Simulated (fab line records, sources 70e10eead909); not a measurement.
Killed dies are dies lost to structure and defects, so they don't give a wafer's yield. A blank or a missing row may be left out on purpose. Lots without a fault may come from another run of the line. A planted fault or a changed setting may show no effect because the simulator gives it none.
fab line records | flow nand_harc
record lots=15 wafers=45 last_day=34
route steps=1302 shown A_M0@1166 A_M1@1181
lots that met no fault: from a run of the same line without faults
start_h: hours from the record's first day to the start of the lot's first wafer shown | wait_h: hours since the lot's step before | " the same as in the row above | L1.1+2: a row that stands for several wafers | - no value, or no start given | * or withheld: withheld | < > ~ a bound
route shown NAME@n: a module of which the file shows steps, and the number in the route of the first | usual: mean/standard deviation of fault-free wafers | same: alike in all rows | chamber/n: place in a boat | sites: the reading at each site | _std_site: their standard deviation | _edge_site: outer sites' mean less inner sites' | radius_mm: how far each site lies from the wafer's centre | mask NAME#n: copy n | behind: the tool/chamber that last shaped the wafer | hold: why the lot was held/for how many hours/how that ended | device: the transistor (n, p or np) that didn't switch | end of line: the same wafers' tests at the end of the route | a step without rows: its recipe alone | killed: dies lost to structure and defects at the first sort, not the wafer's yield | map: a wafer's dies, x killed, . not, _ none there
set.NAME: the setting as run; set.NAME@STEP: as run at that earlier step | model.NAME: the simulator's own value behind a step, which no gauge read
steps of the route over a sample of lots; a table a step, a row a wafer
services: from which hour (start_h, from the record's first day; less than 0 if before it) a tool's chamber was out of use, for how many hours, and why
## steps
# step NHARC_A_M0_INSPECT_27
# usual raw_defect_count=550/170
# columns lot.wafer tool chamber start_h wait_h raw_defect_count
L746.2 defect_inspect-01 - 530.08 0.0 438
L746.4 " - " " 457
L746.5 " - " " 402
L747.2 defect_inspect-02 - 531.92 0.0 582
L747.3 " - " " 629
L747.6 " - " " 583
L748.1 defect_inspect-02 - 547.56 0.0 570
L748.2 " - " " 634
L748.3 " - " " 537
L750.2 defect_inspect-02 - 552.40 0.0 365
L750.4 " - " " 534
L750.6 " - " " 416
L752.1 defect_inspect-01 - 584.61 0.0 593
L752.2 " - " " 746
L752.6 " - " " 652
L754.4 defect_inspect-02 - 601.79 0.0 515
L754.5 " - " " 360
L754.6 " - " " 302
L753.1 defect_inspect-01 - 602.30 0.0 934
L753.3 " - " " 1565
L753.4 " - " " 1167
L756.2 defect_inspect-01 - 623.00 0.0 547
L756.5 " - " " 721
L756.6 " - " " 764
L761.2 defect_inspect-02 - 672.87 0.0 437
L761.3 " - " " 457
L761.4 " - " " 409
L763.2 defect_inspect-01 - 698.16 0.0 707
L763.4 " - " " 849
L763.5 " - " " 898
L764.1 defect_inspect-02 - 709.91 0.0 583
L764.2 " - " " 456
L764.4 " - " " 495
L766.1 defect_inspect-01 - 712.63 0.0 506
L766.3 " - " " 574
L766.4 " - " " 456
L765.3 defect_inspect-02 - 719.44 0.0 536
L765.4 " - " " 664
L765.5 " - " " 615
L768.1 defect_inspect-01 - 742.66 0.0 416
L768.2 " - " " 446
L768.5 " - " " 525
L769.2 defect_inspect-01 - 766.79 0.0 532
L769.4 " - " " 689
L769.6 " - " " 518
# step NHARC_A_M1_INSPECT_11
# usual raw_defect_count=91/30
# columns lot.wafer tool chamber start_h wait_h raw_defect_count
L746.2 defect_inspect-01 - 531.57 0.0 60
L746.4 " - " " 67
L746.5 " - " " 58
L747.2 defect_inspect-01 - 533.29 0.0 92
L747.3 " - " " 93
L747.6 " - " " 93
L748.1 defect_inspect-01 - 549.24 0.0 118
L748.2 " - " " 115
L748.3 " - " " 116
L750.2 defect_inspect-02 - 554.80 0.0 55
L750.4 " - " " 66
L750.6 " - " " 71
L752.1 defect_inspect-02 - 586.13 0.0 86
L752.2 " - " " 82
L752.6 " - " " 86
L754.4 defect_inspect-02 - 603.47 0.0 39
L754.5 " - " " 36
L754.6 " - " " 40
L753.1 defect_inspect-02 - 603.81 0.0 97
L753.3 " - " " 97
L753.4 " - " " 110
L756.2 defect_inspect-01 - 624.39 0.0 111
L756.5 " - " " 131
L756.6 " - " " 119
L761.2 defect_inspect-02 - 674.43 0.0 125
L761.3 " - " " 98
L761.4 " - " " 111
L763.2 defect_inspect-02 - 699.56 0.0 174
L763.4 " - " " 138
L763.5 " - " " 151
L764.1 defect_inspect-01 - 711.31 0.0 125
L764.2 " - " " 121
L764.4 " - " " 116
L766.1 defect_inspect-01 - 714.15 0.0 100
L766.3 " - " " 110
L766.4 " - " " 107
L765.3 defect_inspect-02 - 720.81 0.0 109
L765.4 " - " " 94
L765.5 " - " " 116
L768.1 defect_inspect-02 - 744.06 0.0 116
L768.2 " - " " 121
L768.5 " - " " 118
L769.2 defect_inspect-02 - 768.16 0.0 76
L769.4 " - " " 94
L769.6 " - " " 82
# step NHARC_A_M1_ETCH_28
# recipe target_depth_a=300 over_etch_frac=0.3 time_s=72.99 ion_energy_ev=150 cf4_flow_sccm=50 n2_flow_sccm=100 ar_flow_sccm=150 rf_w=300 bias_w=100 chemistry=CF4/N2
# usual bias_w=99.99/0.29 cf4_flow_sccm=49.99/0.15 drypump_motor_current_A=5.8/0.36 oes_product_au=0.998/0.013 over_etch_frac=0.3/0 rf_vpp_V=313.3/2.1 showerhead_plenum_p_Torr=2.58/0.12 throttle_valve_pct=19.794/0.0087
# columns lot.wafer tool chamber start_h wait_h bias_w cf4_flow_sccm drypump_motor_current_A oes_product_au over_etch_frac rf_hours_counter_h rf_vpp_V showerhead_plenum_p_Torr throttle_valve_pct
L746.4 rie_diel-10 3 532.26 - 99.67 49.86 5.7 0.985 0.3 8.1 314.5 2.71 19.784
L746.2 " 1 " " 100.26 50.14 6.1 0.978 0.3 6.0 315.9 2.67 19.796
L746.5 " 2 " " 99.97 50.15 5.9 1.005 0.3 - 313.2 2.53 19.787
L747.2 rie_diel-10 2 533.97 - 99.62 49.87 5.9 0.997 0.3 7.5 312.7 2.53 19.796
L747.3 " 0 " " 99.98 49.81 5.7 1.006 0.3 6.7 310.8 2.44 19.786
L747.6 " 2 " " 99.68 49.86 5.9 0.987 0.3 - 312.4 2.53 19.782
L748.3 rie_diel-04 0 550.02 - 100.15 49.93 6.5 0.994 0.3 0.3 318.2 2.81 19.799
L748.1 " 2 " " 100.15 49.81 5.8 0.989 0.3 0.2 312.4 2.57 19.794
L748.2 " 3 " " 99.97 49.99 5.1 0.987 0.3 0.3 311.8 2.47 19.787
L750.4 rie_diel-10 0 555.48 - 100.44 50.03 5.8 1.010 0.3 7.7 311.6 2.44 19.794
L750.2 " 1 " " 100.20 49.91 6.1 0.986 0.3 7.0 316.1 2.67 19.802
L750.6 " 0 " " 100.30 50.10 5.8 0.993 0.3 - 311.6 2.44 19.805
L752.1 rie_diel-04 2 586.83 - - - - - - - - - -
L752.2 " 3 " " - - - - - - - - -
L752.6 " 1 " " - - - - - - - - -
L754.4 rie_diel-07 3 604.15 - - - - - - - - - -
L754.5 " 3 " " - - - - - - - - -
L754.6 " 0 " " - - - - - - - - -
L753.3 rie_diel-07 2 604.63 - - - - - - - - - -
L753.1 " 3 " " - - - - - - - - -
L753.4 " 0 " " - - - - - - - - -
L756.2 rie_diel-07 1 625.09 - 99.43 50.13 5.1 0.995 0.3 8.9 311.1 2.46 19.789
L756.6 " 2 " " 99.43 49.71 5.9 1.004 0.3 - 317.5 2.79 19.807
L756.5 " 3 " " 100.02 49.77 5.6 0.983 0.3 - 312.4 2.50 19.800
L761.3 rie_diel-07 0 675.21 - 100.20 50.18 6.2 0.993 0.3 0.2 312.1 2.51 19.793
L761.2 " 1 " " 100.08 50.00 5.1 0.993 0.3 1.6 311.5 2.46 19.791
L761.4 " 1 " " 100.25 50.05 5.1 1.007 0.3 - 313.2 2.46 19.794
L763.4 rie_diel-10 2 700.29 - 99.67 50.24 5.9 1.010 0.3 6.1 312.0 2.53 19.777
L763.2 " 0 " " 99.94 49.93 5.8 1.017 0.3 5.1 311.2 2.44 19.810
L763.5 " 1 " " 99.70 49.75 6.1 0.993 0.3 - 314.2 2.67 19.793
L764.1 rie_diel-10 0 711.99 - 99.97 50.25 5.8 1.028 0.3 5.5 309.1 2.44 19.802
L764.2 " 1 " " 99.51 49.99 6.2 0.998 0.3 6.3 315.5 2.67 19.795
L764.4 " 2 " " 99.40 50.09 5.9 1.019 0.3 7.4 313.9 2.53 19.793
L766.4 rie_diel-07 3 714.83 - 100.13 49.73 5.6 0.979 0.3 4.0 312.2 2.49 19.798
L766.3 " 0 " " 100.49 49.76 6.2 0.985 0.3 2.8 313.7 2.51 19.776
L766.1 " 2 " " 99.98 50.04 5.9 1.002 0.3 3.7 315.6 2.79 19.782
L765.3 rie_diel-07 1 721.54 - 100.22 49.92 5.1 1.005 0.3 4.0 310.5 2.46 19.780
L765.4 " 2 " " 100.61 49.98 5.8 1.015 0.3 3.8 317.1 2.79 19.793
L765.5 " 0 " " 99.80 49.70 6.2 1.005 0.3 - 311.4 2.51 19.786
L768.1 rie_diel-10 3 744.83 - 100.13 50.07 5.7 1.006 0.3 9.7 315.3 2.70 19.791
L768.2 " 0 " " 99.68 50.21 5.8 1.048 0.3 7.7 310.7 2.44 19.778
L768.5 " 0 " " 100.15 50.10 5.8 1.038 0.3 - 312.3 2.44 19.802
L769.2 rie_diel-07 2 768.85 - 99.89 50.22 5.9 1.014 0.3 6.0 316.2 2.79 19.795
L769.4 " 3 " " 100.09 50.11 5.6 0.999 0.3 6.4 313.3 2.49 19.794
L769.6 " 0 " " 99.75 50.13 6.2 1.006 0.3 - 311.3 2.51 19.798
## services
# columns tool chamber start_h hours kind
rie_diel-07 0 529.20 - clean
rie_diel-07 1 529.20 - clean
rie_diel-07 2 529.20 - clean
rie_diel-07 3 529.20 - clean
rie_diel-04 - 531.90 9.0 pm
rie_diel-04 1 547.04 3.9 repair
rie_diel-07 0 553.70 - clean
rie_diel-07 1 553.70 - clean
rie_diel-07 2 553.70 - clean
rie_diel-10 1 577.96 2.7 repair
rie_diel-04 0 587.16 64.2 repair
rie_diel-10 - 596.50 9.0 pm
rie_diel-04 2 601.57 5.5 repair
rie_diel-04 3 644.14 101.5 repair
rie_diel-07 - 648.20 9.0 pm
rie_diel-07 0 659.23 13.6 repair
rie_diel-07 3 674.28 1.3 repair
rie_diel-07 3 692.25 3.8 repair
rie_diel-07 0 699.51 1.6 repair
rie_diel-10 0 702.56 5.9 repair
rie_diel-04 - 708.90 9.0 pm
rie_diel-04 2 728.03 15.5 repair
rie_diel-07 1 740.17 1.2 repair
rie_diel-10 1 743.60 5.4 repair
## key
first_sign step=NHARC_A_M1_ETCH_28 reading=tool_record direction=missing
effect none on later readings
met_at NHARC_A_M1_ETCH_28
struck_lots L752,L753,L754
later_rows_left_out L752.1,L752.2,L752.6,L753.1,L753.3,L753.4,L754.4,L754.5,L754.6
sort_left_out L752.1,L752.2,L752.6,L753.1,L753.3,L753.4,L754.4,L754.5,L754.6
not_acting_at NHARC_A_M0_INSPECT_27,NHARC_A_M1_INSPECT_11
onset_between 550.02 586.83
fault kind=skipped_step_whole tool=rie_diel-04,rie_diel-07 chamber=- onset_h=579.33 steps=NHARC_A_M1_ETCH_28 scope=struck_lots_only
# sort_left_out: the simulated sort isn't trusted on such a fault, so these wafers' sort isn't shown, and their yield isn't known
# later_rows_left_out: the simulator's readings of these wafers behind a module that went badly wrong aren't trusted and aren't shown, but for the sort
